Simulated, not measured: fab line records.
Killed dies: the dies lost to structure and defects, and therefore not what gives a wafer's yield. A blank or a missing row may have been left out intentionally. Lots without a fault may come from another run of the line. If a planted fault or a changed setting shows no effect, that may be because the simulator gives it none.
Chamber matching | flow nand harc | cmp-02 running NHARC_A_STAIRCASE_CMP_450: 4 sister chambers
The step polishes SiO2, target thk 200 nm. 8 wafers are shown with their chamber, then 10 later ones without.

WAFERS, EACH WITH ITS CHAMBER
wafer  | chamber | motor current A (A) | slurry filter dp kPa (kPa)
L074.1 | 1       | 12.9                | 13.45
L082.1 | 2       | 11.1                | 13.60
L082.3 | 3       | 13.0                | 13.59
L087.1 | 2       | 11.0                | 13.71
L087.2 | 1       | 13.2                | 13.32
L087.4 | 0       | 10.2                | 13.36
L089.1 | 0       | 10.3                | 13.63
L089.2 | 3       | 12.7                | 13.58

WAFERS WITH NO CHAMBER GIVEN
wafer  | motor current A (A) | slurry filter dp kPa (kPa)
L089.5 | 12.7                | 13.63
L095.3 | 11.6                | 13.49
L095.5 | 12.8                | 13.52
L095.6 | 11.3                | 13.35
L093.3 | 13.4                | 13.54
L093.5 | 12.6                | 13.45
L093.6 | 12.2                | 13.39
L097.1 | 13.4                | 13.58
L097.2 | 13.4                | 13.54
L097.4 | 10.5                | 13.27

CHAMBER TAKEN BY EACH
wafer  | from the rows above     | in truth
L089.5 | 3                       | 3
L095.3 | 2                       | 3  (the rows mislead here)
L095.5 | can't be placed: 3 or 1 | 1
L095.6 | 2                       | 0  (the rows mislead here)
L093.3 | can't be placed: 1 or 3 | 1
L093.5 | can't be placed: 3 or 1 | 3
L093.6 | can't be placed: 3 or 1 | 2
L097.1 | can't be placed: 1 or 3 | 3
L097.2 | can't be placed: 1 or 3 | 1
L097.4 | 0                       | 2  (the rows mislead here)
1 of 10 placed correctly. From these rows, 6 cannot be placed; in 5 the true chamber is one of the candidates. 3 placed wrongly.
How it was worked out, from the rows above alone: a wafer's distance from a chamber is the root of the sum, over the readings, of the square of ((its reading less the chamber's mean) divided by the reading's scatter). If the next closest chamber is less than 2 further off than the closest, the wafer can't be placed; otherwise it belongs to the closest. Each chamber's mean is taken over the wafers shown for it. The scatter: take each reading less its chamber's mean, square it, sum over the shown wafers, divide by the number of wafers less the number of chambers, and take the root.
